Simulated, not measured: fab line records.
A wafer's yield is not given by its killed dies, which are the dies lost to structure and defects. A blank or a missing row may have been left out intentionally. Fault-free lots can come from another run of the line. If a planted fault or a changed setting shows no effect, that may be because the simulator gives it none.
fab line records -- flow n5Finfet
[record] lots = 11, wafers = 33, lastDay = 18
route steps=1938 shown BEOL_M2@890 TV_LITHO@1884 PASSIVATION@1929
lots with no fault: from the same line, run without faults
startH: hours from the record's first day to the start of the lot's first wafer shown -- waitH: hours since the lot's step before -- " as in the row above -- L1.1+2: one row covering several wafers at once -- - no value, or no start given -- * or withheld: withheld -- < > ~ a bound
route shown NAME@n: a module of which the file shows steps, and the number in the route of the first -- usual: average and standard deviation across the fault-free wafers -- same: alike in all rows -- chamber/n: place in a boat -- sites: the reading at each site -- _std_site: their standard deviation -- _edge_site: mean of outer sites minus mean of inner sites -- radiusMm: how far each site lies from the wafer's centre -- mask NAME#n: copy n -- behind: the last tool/chamber to shape the wafer -- hold: cause of the lot's hold/its duration in hours/its outcome -- device: transistor that didn't switch, given as n, p or np -- end of line: the same wafers' tests at the end of the route -- a step without rows: its recipe alone -- killed: count of dies lost to structure and defects at first sort (not the wafer's yield) -- map: shows each die of a wafer: x if killed, . if not, _ if none is there
set.NAME: the run value of the setting; set.NAME@STEP: its run value at that earlier step -- model.NAME: the simulator's own value behind a step, which no gauge read
steps of the route over a sample of lots; a table a step, a row a wafer
services: a tool's chamber out of use, with start hour (startH, from the record's first day; less than 0 if before it), hours out, and reason
[[steps]]
[step N5_BEOL_M2_TRENCH_ETCH_37]
[recipe] chemistry = C4F6/O2, targetDepthA = 555.55, target = SiOC, timeS = 29.2, ionEnergyEv = 250, pressureMtorr = 30, sourceW = 355, biasW = 185, Ar_flow_sccm = 300, C4F6_flow_sccm = 10, O2_flow_sccm = 10
[usual] biasW = 185.0/0.48, chamberPressureMTorr = 29.997/0.028, drypumpMotorCurrentA = 5.8/0.35, oesProductAu = 0.79/0.077, rfVppV = 666/6.7, showerheadPlenumPTorr = 2.82/0.094, throttleValvePct = 20.85/0.27
lot.wafer,tool,chamber,startH,waitH,biasW,chamberPressureMTorr,drypumpMotorCurrentA,oesProductAu,rfHoursCounterH,rfVppV,showerheadPlenumPTorr,throttleValvePct
L539.1,rieDiel-01,0,155.71,-,185.0,29.975,6.1,0.84,89,669,2.75,20.45
L539.2,rieDiel-01,3,155.71,-,185.5,29.990,5.7,0.79,111,660,2.75,21.00
L539.3,rieDiel-01,2,155.71,-,185.4,30.009,6.2,0.72,197,665,2.83,20.77
L540.1,rieDiel-01,1,158.09,-,183.8,29.989,6.0,0.69,222,666,2.81,20.84
L540.5,rieDiel-01,3,158.09,-,185.5,29.965,5.8,0.79,-,661,2.75,21.00
L540.6,rieDiel-01,2,158.09,-,184.7,29.997,6.2,0.71,-,667,2.83,20.77
L542.1,rieDiel-03,3,160.19,-,185.0,30.014,5.9,0.77,159,657,2.74,21.06
L542.5,rieDiel-03,0,160.19,-,185.1,30.034,5.1,0.67,-,676,2.79,21.05
L542.6,rieDiel-03,2,160.19,-,184.2,30.012,5.5,0.77,-,668,2.96,21.16
L541.1,rieDiel-01,1,164.63,-,184.9,29.967,6.0,0.69,225,667,2.80,20.86
L541.3,rieDiel-01,2,164.63,-,184.7,30.013,6.2,0.71,200,667,2.83,20.78
L541.4,rieDiel-01,0,164.63,-,184.9,30.024,6.1,0.83,92,668,2.75,20.44
L545.1,rieDiel-03,2,173.73,-,185.9,29.999,5.5,0.76,146,665,2.96,21.19
L545.3,rieDiel-03,3,173.73,-,185.0,29.952,5.9,0.77,165,655,2.74,21.09
L545.5,rieDiel-03,2,173.73,-,184.3,29.986,5.5,0.77,-,665,2.96,21.18
L546.1,rieDiel-04,0,185.51,-,184.9,29.949,5.5,0.85,75,656,2.77,20.52
L546.4,rieDiel-04,0,185.51,-,185.0,29.980,5.5,0.83,-,657,2.77,20.51
L546.6,rieDiel-04,2,185.51,-,184.7,29.984,5.6,0.74,-,664,2.94,21.27
L548.2,rieDiel-03,2,192.79,-,185.0,30.029,5.5,0.77,154,665,2.95,21.21
L548.5,rieDiel-03,2,192.79,-,184.1,30.044,5.5,0.75,-,667,2.95,21.20
L548.6,rieDiel-03,3,192.79,-,185.7,29.982,6.0,0.76,-,655,2.73,21.08
L547.1,rieDiel-03,1,196.59,-,184.4,29.991,6.3,0.93,15,659,2.79,20.45
L547.4,rieDiel-03,2,196.59,-,184.9,29.929,5.5,0.75,156,665,2.95,21.19
L547.5,rieDiel-03,1,196.59,-,184.6,29.988,6.4,0.93,-,657,2.79,20.46
L550.1,rieDiel-03,0,225.42,-,184.6,30.007,5.1,0.92,17,676,2.78,20.69
L550.4,rieDiel-03,3,225.42,-,184.6,29.967,5.9,0.75,-,655,2.73,21.11
L550.6,rieDiel-03,1,225.42,-,185.1,29.977,6.3,0.91,-,658,2.79,20.46
L555.1,rieDiel-03,1,239.08,-,185.3,29.966,6.3,0.90,31,658,2.79,20.47
L555.2,rieDiel-03,2,239.08,-,185.1,30.018,5.5,0.75,163,667,2.95,21.21
L555.3,rieDiel-03,0,239.08,-,185.3,30.002,5.1,0.90,22,675,2.78,20.68
L562.1,rieDiel-01,0,297.08,-,185.1,30.016,6.1,0.77,145,669,2.72,20.51
L562.4,rieDiel-01,0,297.08,-,185.3,29.959,6.1,0.77,-,668,2.72,20.55
L562.6,rieDiel-01,1,297.08,-,185.5,29.974,6.0,0.92,-,667,2.79,20.53
[step N5_PASSIVATION_OVL_MEAS_60]
[recipe] pointsPerWafer = 44
[usual] TV_OVL = 0/3.9
[same] pointsPerWafer = 44
lot.wafer,tool,chamber,startH,waitH,TV_OVL[nm]
L539.1,overlay-02,0,283.19,0.0,-2
L539.2,overlay-02,0,283.19,0.0,-6
L539.3,overlay-02,0,283.19,0.0,-5
L540.1,overlay-01,0,286.59,0.0,7
L540.5,overlay-01,0,286.59,0.0,7
L540.6,overlay-01,0,286.59,0.0,0
L542.1,overlay-02,0,292.84,0.0,3
L542.5,overlay-02,0,292.84,0.0,-5
L542.6,overlay-02,0,292.84,0.0,-3
L541.1,overlay-02,0,302.30,0.0,-3
L541.3,overlay-02,0,302.30,0.0,-6
L541.4,overlay-02,0,302.30,0.0,2
L545.1,overlay-01,0,311.58,0.0,5
L545.3,overlay-01,0,311.58,0.0,0
L545.5,overlay-01,0,311.58,0.0,2
L546.1,overlay-02,0,321.56,0.0,3
L546.4,overlay-02,0,321.56,0.0,1
L546.6,overlay-02,0,321.56,0.0,0
L548.2,overlay-02,0,338.81,0.0,-4
L548.5,overlay-02,0,338.81,0.0,0
L548.6,overlay-02,0,338.81,0.0,4
L547.1,overlay-02,0,340.00,0.0,0
L547.4,overlay-02,0,340.00,0.0,6
L547.5,overlay-02,0,340.00,0.0,0
L550.1,overlay-01,0,359.74,0.0,5
L550.4,overlay-01,0,359.74,0.0,1
L550.6,overlay-01,0,359.74,0.0,0
L555.1,overlay-02,0,395.51,0.0,-2
L555.2,overlay-02,0,395.51,0.0,-2
L555.3,overlay-02,0,395.51,0.0,-4
L562.1,overlay-02,0,430.53,0.0,1
L562.4,overlay-02,0,430.53,0.0,-4
L562.6,overlay-02,0,430.53,0.0,-2
[step N5_PASSIVATION_PASS_ETCH_47]
[recipe] chemistry = CF4/O2, target = SiNx, targetDepthA = 7700, timeS = 385, ionEnergyEv = 100, pressureMtorr = 40, sourceW = 535, biasW = 49, Ar_flow_sccm = 100, cf4FlowSccm = 100, O2_flow_sccm = 10
[usual] biasW = 48.99/0.14, chamberPressureMTorr = 40.00/0.037, drypumpMotorCurrentA = 5.8/0.32, oesProductAu = 0.79/0.073, rfVppV = 240.7/2.5, showerheadPlenumPTorr = 2.17/0.075, throttleValvePct = 15.85/0.3
lot.wafer,tool,chamber,startH,waitH,biasW,chamberPressureMTorr,drypumpMotorCurrentA,oesProductAu,rfHoursCounterH,rfVppV,showerheadPlenumPTorr,throttleValvePct
L539.1,rieDiel-01,2,287.05,0.0,49.01,40.02,6.2,0.68,249,241.6,2.17,15.89
L539.2,rieDiel-01,3,287.05,0.0,48.91,40.05,5.8,0.73,163,237.7,2.12,16.14
L539.3,rieDiel-01,1,287.05,0.0,49.19,39.99,6.0,0.93,9,241.4,2.16,15.55
L540.1,rieDiel-03,2,290.32,0.0,48.93,40.03,5.5,0.73,184,240.4,2.28,16.27
L540.5,rieDiel-03,0,290.32,0.0,49.02,40.03,5.1,0.86,-,246.6,2.15,15.75
L540.6,rieDiel-03,3,290.32,0.0,48.95,39.98,5.9,0.73,-,238.1,2.11,16.17
L542.1,rieDiel-04,1,297.04,0.0,49.07,40.01,6.2,0.82,72,243.9,2.33,15.85
L542.5,rieDiel-04,2,297.04,0.0,49.08,40.02,5.6,0.72,-,241.7,2.27,16.36
L542.6,rieDiel-04,1,297.04,0.0,48.91,40.06,6.2,0.82,-,245.0,2.33,15.84
L541.1,rieDiel-01,1,305.95,0.0,48.83,40.05,6.0,0.92,17,241.0,2.16,15.56
L541.3,rieDiel-01,0,305.95,0.0,49.09,40.01,6.0,0.78,147,242.3,2.11,15.63
L541.4,rieDiel-01,3,305.95,0.0,49.01,40.00,5.7,0.74,-,238.2,2.12,16.15
L545.1,rieDiel-04,0,316.07,0.0,49.03,40.05,5.5,0.80,115,237.6,2.14,15.63
L545.3,rieDiel-04,2,316.07,0.0,49.12,40.01,5.6,0.72,223,240.7,2.27,16.39
L545.5,rieDiel-04,1,316.07,0.0,48.82,39.97,6.2,0.81,-,244.7,2.32,15.86
L546.1,rieDiel-04,0,325.33,0.0,49.14,40.03,5.5,0.80,118,237.4,2.13,15.63
L546.4,rieDiel-04,3,325.33,0.0,48.99,40.01,5.6,0.79,86,244.8,2.32,16.01
L546.6,rieDiel-04,1,325.33,0.0,48.89,40.01,6.2,0.80,-,244.2,2.32,15.86
L548.2,rieDiel-01,1,343.15,0.0,48.91,39.93,5.9,0.88,31,240.2,2.16,15.57
L548.5,rieDiel-01,0,343.15,0.0,48.93,39.99,6.0,0.77,-,240.1,2.11,15.63
L548.6,rieDiel-01,1,343.15,0.0,48.87,39.99,5.9,0.87,-,239.3,2.16,15.58
L547.1,rieDiel-01,3,344.94,0.0,48.94,40.02,5.7,0.72,185,238.4,2.11,16.19
L547.4,rieDiel-01,1,344.94,0.0,49.03,40.00,6.0,0.88,32,240.8,2.16,15.57
L547.5,rieDiel-01,0,344.94,0.0,48.77,39.96,6.0,0.76,-,239.7,2.11,15.63
L550.1,rieDiel-04,0,364.01,0.0,48.96,40.02,5.5,0.78,133,237.6,2.13,15.66
L550.4,rieDiel-04,0,364.01,0.0,49.00,39.95,5.5,0.79,-,237.3,2.13,15.64
L550.6,rieDiel-04,3,364.01,0.0,48.95,39.92,5.6,0.77,-,244.9,2.32,16.04
L555.1,rieDiel-01,1,399.20,0.0,49.11,39.94,6.0,0.85,50,237.9,2.15,15.61
L555.2,rieDiel-01,3,399.20,0.0,49.00,40.00,5.8,0.71,203,238.6,2.11,16.21
L555.3,rieDiel-01,0,399.20,0.0,48.96,40.01,6.0,0.75,182,241.0,2.10,15.67
L562.1,rieDiel-01,1,434.51,0.0,48.92,39.99,6.0,0.83,63,239.8,2.15,15.65
L562.4,rieDiel-01,0,434.51,0.0,48.94,39.90,6.1,0.74,194,242.5,2.10,15.71
L562.6,rieDiel-01,1,434.51,0.0,48.82,40.01,6.0,0.83,-,240.2,2.15,15.64
[step N5_PASSIVATION_PROBE_49]
[usual] defectLimitedYield = 91.2/1.5, killed_at_M0_to_M3 = 32/9.6, killed_at_M4_up = 13/5.3, killedAtContacts = 13/6.7, killedAtFrontEnd = 42/11, killedAtOther = 3.8/2.9, killedDies = 103/17, killedOpen = 67/13, killedShort = 35/7.9, sort_bin_5_function = 5.2/0.94, sort_bin_6_memory = 3.3/0.64, sortNPass = 1077/17, sortYieldPct = 91.2/1.5
[same] grossDies = 1180, killedAtBackSide = 0, sort_bin_4_leakage[%] = 0, sort_bin_8_speed[%] = 0
lot.wafer,tool,chamber,startH,waitH,defectLimitedYield[%],killed_at_M0_to_M3,killed_at_M4_up,killedAtContacts,killedAtFrontEnd,killedAtOther,killedDies,killedOpen,killedShort,sort_bin_5_function[%],sort_bin_6_memory[%],sortNPass,sortYieldPct[%]
L539.1,prober-01,-,291.83,0.0,91.1,31,9,7,57,1,105,59,46,5.6,3.0,1075,91.1
L539.2,prober-01,-,291.88,0.1,90.8,40,13,11,38,6,108,68,37,5.3,3.6,1072,90.8
L539.3,prober-01,-,291.93,0.1,92.5,32,8,9,39,0,88,60,28,4.7,2.4,1092,92.5
L546.1,prober-02,-,328.34,0.0,93.2,11,8,15,44,2,80,54,26,3.8,2.6,1100,93.2
L546.4,prober-02,-,328.49,0.2,91.4,25,17,22,34,4,102,72,29,4.8,3.5,1078,91.4
L546.6,prober-02,-,328.59,0.3,91.1,41,11,10,36,7,105,71,32,5.6,3.1,1075,91.1
L555.1,prober-01,-,402.21,0.0,88.7,46,14,15,49,9,133,75,55,6.5,4.2,1047,88.7
L555.2,prober-01,-,402.26,0.1,88.7,98,10,7,16,2,133,33,15,8.4,1.9,1047,88.7
L555.3,prober-01,-,402.31,0.1,92.0,21,16,17,36,4,94,64,28,4.5,3.1,1086,92.0
// killed by level:class
L539.1 FIN_SAQP:geometricParticle:short=17 FIN_SAQP:geometricParticle:open=15 BEOL_M2:geometricParticle:open=11 DUMMY_GATE:geometricParticle:open=6 MOL_CONTACT_COAG:geometricParticle:open=6 GATE_CUT:geometricParticle:short=5 BEOL_M0_SAQP:geometricParticle:short=5 BEOL_M2:geometricParticle:short=5
L539.2 BEOL_M0_SAQP:geometricParticle:open=10 BEOL_M3:geometricParticle:open=10 FIN_SAQP:geometricParticle:open=9 MOL_CONTACT_COAG:geometricParticle:open=9 DUMMY_GATE:geometricParticle:open=6 BEOL_M0_SAQP:geometricParticle:short=6 BEOL_M2:geometricParticle:open=6 FIN_SAQP:geometricParticle:short=5
L539.3 FIN_SAQP:geometricParticle:open=12 BEOL_M0_SAQP:geometricParticle:open=10 FIN_SAQP:geometricParticle:short=8 DUMMY_GATE:geometricParticle:open=7 MOL_CONTACT_COAG:geometricParticle:open=6 BEOL_M3:geometricParticle:open=6 BEOL_M0_SAQP:geometricParticle:short=5 BEOL_M1:geometricParticle:open=4
L546.1 FIN_SAQP:geometricParticle:open=13 MOL_CONTACT_COAG:geometricParticle:open=13 STI_FIN_REVEAL:geometricParticle:open=10 BEOL_M0_SAQP:geometricParticle:short=5 FIN_SAQP:geometricParticle:short=4 DUMMY_GATE:geometricParticle:open=4 STI_FIN_REVEAL:geometricParticle:short=3 GATE_CUT:geometricParticle:short=2
L546.4 MOL_CONTACT_COAG:geometricParticle:open=21 FIN_SAQP:geometricParticle:open=10 BEOL_M4:geometricParticle:open=9 FIN_SAQP:geometricParticle:short=7 STARTING-WAFER:geometricParticle:short=5 BEOL_M0_SAQP:geometricParticle:open=4 BEOL_M3:geometricParticle:open=4 BEOL_M0_SAQP:geometricParticle:short=3
L546.6 FIN_SAQP:geometricParticle:open=11 FIN_SAQP:geometricParticle:short=9 STI_FIN_REVEAL:geometricParticle:open=8 MOL_CONTACT_COAG:geometricParticle:open=8 BEOL_M0_SAQP:geometricParticle:open=8 BEOL_M0_SAQP:geometricParticle:short=7 BEOL_M3:geometricParticle:open=6 BEOL_M4:geometricParticle:open=5
L555.1 MOL_CONTACT_COAG:geometricParticle:open=13 BEOL_M0_SAQP:geometricParticle:open=13 BEOL_M1:geometricParticle:open=11 FIN_SAQP:geometricParticle:short=10 GATE_CUT:geometricParticle:short=10 BEOL_M0_SAQP:geometricParticle:short=7 STI_FIN_REVEAL:geometricParticle:short=6 BEOL_M2:geometricParticle:open=6
L555.2 BEOL_M2:unspecified=84 MOL_CONTACT_COAG:geometricParticle:open=6 STI_FIN_REVEAL:geometricParticle:open=4 BEOL_M2:geometricParticle:open=4 BEOL_M4:geometricParticle:open=3 BEOL_M8:geometricParticle:open=3 STARTING-WAFER:geometricParticle:short=3 FIN_SAQP:geometricParticle:open=2
L555.3 MOL_CONTACT_COAG:geometricParticle:open=14 FIN_SAQP:geometricParticle:open=8 FIN_SAQP:geometricParticle:short=8 STI_FIN_REVEAL:geometricParticle:open=6 BEOL_M4:geometricParticle:open=6 BEOL_M2:geometricParticle:open=6 BEOL_M0_SAQP:geometricParticle:open=5 BEOL_M5:geometricParticle:open=5
[[services]]
tool,chamber,startH,hours,kind
rieDiel-03,1,136.58,-,clean
rieDiel-03,1,136.58,-,consumableReplace:focusRing
rieDiel-03,1,136.58,23.6,scheduledDown
rieDiel-03,1,136.58,23.6,ventCycle
rieDiel-04,1,154.12,31.9,repair
rieDiel-01,1,203.47,7.2,repair
rieDiel-04,1,209.09,6.8,repair
rieDiel-03,2,212.85,15.3,repair
rieDiel-04,-,240.08,14.6,pm
rieDiel-01,1,244.09,-,clean
rieDiel-01,1,244.09,-,consumableReplace:focusRing
rieDiel-01,1,244.09,13.9,scheduledDown
rieDiel-01,1,244.09,13.9,ventCycle
rieDiel-01,2,290.57,-,clean
rieDiel-01,2,290.57,-,consumableReplace:focusRing
rieDiel-01,2,290.57,21.6,scheduledDown
rieDiel-01,2,290.57,21.6,ventCycle
rieDiel-04,1,344.77,30.9,repair
rieDiel-03,-,361.14,2.8,pm
rieDiel-04,1,384.65,6.6,repair
rieDiel-01,2,393.40,8.3,repair
rieDiel-03,-,395.93,0.4,repair
rieDiel-04,3,413.39,10.4,repair
rieDiel-01,2,416.43,1.4,repair
[[key]]
[firstSign] step = N5_PASSIVATION_PROBE_49, reading = killed_at_M0_to_M3, direction = up, sigmas = 6.9, usual = 32, struck = 98
[moreKillsBornAt] N5_BEOL_M2_TRENCH_ETCH_37@rieDiel-03 = 84
metAt N5_BEOL_M2_TRENCH_ETCH_37
struckLots L555
struckWafers L555.2
notActingAt N5_PASSIVATION_OVL_MEAS_60,N5_PASSIVATION_PASS_ETCH_47
onsetBetween 196.59 239.08
[fault] kind = chamberParticleSource, tool = rieDiel-03, chamber = 2, onsetH = 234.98, steps = N5_BEOL_M2_TRENCH_ETCH_37, ratePerVisitCm2 = 0.57125, endH = 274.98
